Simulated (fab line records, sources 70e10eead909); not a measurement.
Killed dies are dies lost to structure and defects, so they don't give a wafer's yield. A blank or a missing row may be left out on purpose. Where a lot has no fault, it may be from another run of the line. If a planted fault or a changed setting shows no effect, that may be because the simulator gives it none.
One fault through the eyes of 2 desks    flow nandHarc    every desk sees just its own numbers, and what lay behind them comes last

== TOOL OWNER'S DESK, lithoTrack-04 ==
The tool's own readings at NHARC_A_CHANNEL_HOLE_D2_PEB_08 (peb time 65 s): means of the sampled wafers that have a number, for each lot that ran on this tool. The brackets show how far a lot's mean lies from the usual mean; more than 4 standard deviations puts the lot out of limits, marked OUT.
Columns: A = heaterPowerTotalW at NHARC_A_CHANNEL_HOLE_D2_PEB_08, usual 156.6 W
lot   first seen here  A
L743  day 14 04:24     156.6
L746  day 15 22:14     174.7 (+44) OUT
L751  day 17 10:28     174.3 (+43) OUT
L750  day 17 11:12     174.6 (+44) OUT
L756  day 19 16:43     157.1
L757  day 20 01:45     156.7
L760  day 21 12:57     156.8
L761  day 22 10:01     156.7
This desk's verdict: out of limits on L746, L750, L751, starting with L746 at day 15 22:14 (heaterPowerTotalW at NHARC_A_CHANNEL_HOLE_D2_PEB_08). L743, L756, L757, L760, L761 stayed within limits.

== THE METROLOGY DESK ==
Means of the sampled wafers that have a number, per lot and without regard to the tool the lot ran on: this is what the gauges read. The brackets show how far a lot's mean lies from the usual mean; more than 4 standard deviations puts the lot out of limits, marked OUT.
Columns: A = cdNm at NHARC_A_CHANNEL_HOLE_D2_CD_MEAS_10, usual 99.9 nm; B = cdNm at NHARC_A_CHANNEL_HOLE_D2_CD_MEAS_18, usual 98.9 nm; C = cdNm at NHARC_A_CHANNEL_HOLE_D2_CD_MEAS_31, usual 89.5 nm
lot   first seen here  A                B                C
L743  day 14 04:29     100.4            100.4            90.2
L746  day 15 22:19     93.8 (-11) OUT   93.2             82.8 (-5.2) OUT
L751  day 17 10:32     93.7 (-12) OUT   89.5 (-4.1) OUT  82.8 (-5.2) OUT
L750  day 17 11:17     94.8 (-9.6) OUT  95.6             85.6
L756  day 19 16:48     99.9             100.9            87.6
L757  day 20 01:50     100.1            97.6             89.2
L758  day 21 00:02     99.7             98.2             87.7
L760  day 21 13:02     100.3            96.4             89.0
L761  day 22 10:07     100.3            98.1             91.0
This desk's verdict: out of limits on L746, L750, L751, starting with L746 at day 15 22:19 (cdNm at NHARC_A_CHANNEL_HOLE_D2_CD_MEAS_10). L743, L756, L757, L758, L760, L761 stayed within limits.

== ALL TOGETHER ==
The tool owner's desk had the chance to raise an alarm at day 15 22:14 on L746, L750, L751.
The metrology desk could have raised an alarm at day 15 22:19, on L746, L750, L751.
Of the lots named, all ran NHARC_A_CHANNEL_HOLE_D2_PEB_08 on lithoTrack-04.

== WHAT THE SIMULATOR HAD PUT IN ==
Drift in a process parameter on lithoTrack-04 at NHARC_A_CHANNEL_HOLE_D2_PEB_08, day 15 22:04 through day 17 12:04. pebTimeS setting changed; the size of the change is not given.
Shown lots that were struck: L746, L750, L751.
Time in hours from fault onset to the first out-of-limits reading at each desk: tool owner's desk 0, metrology desk 0.
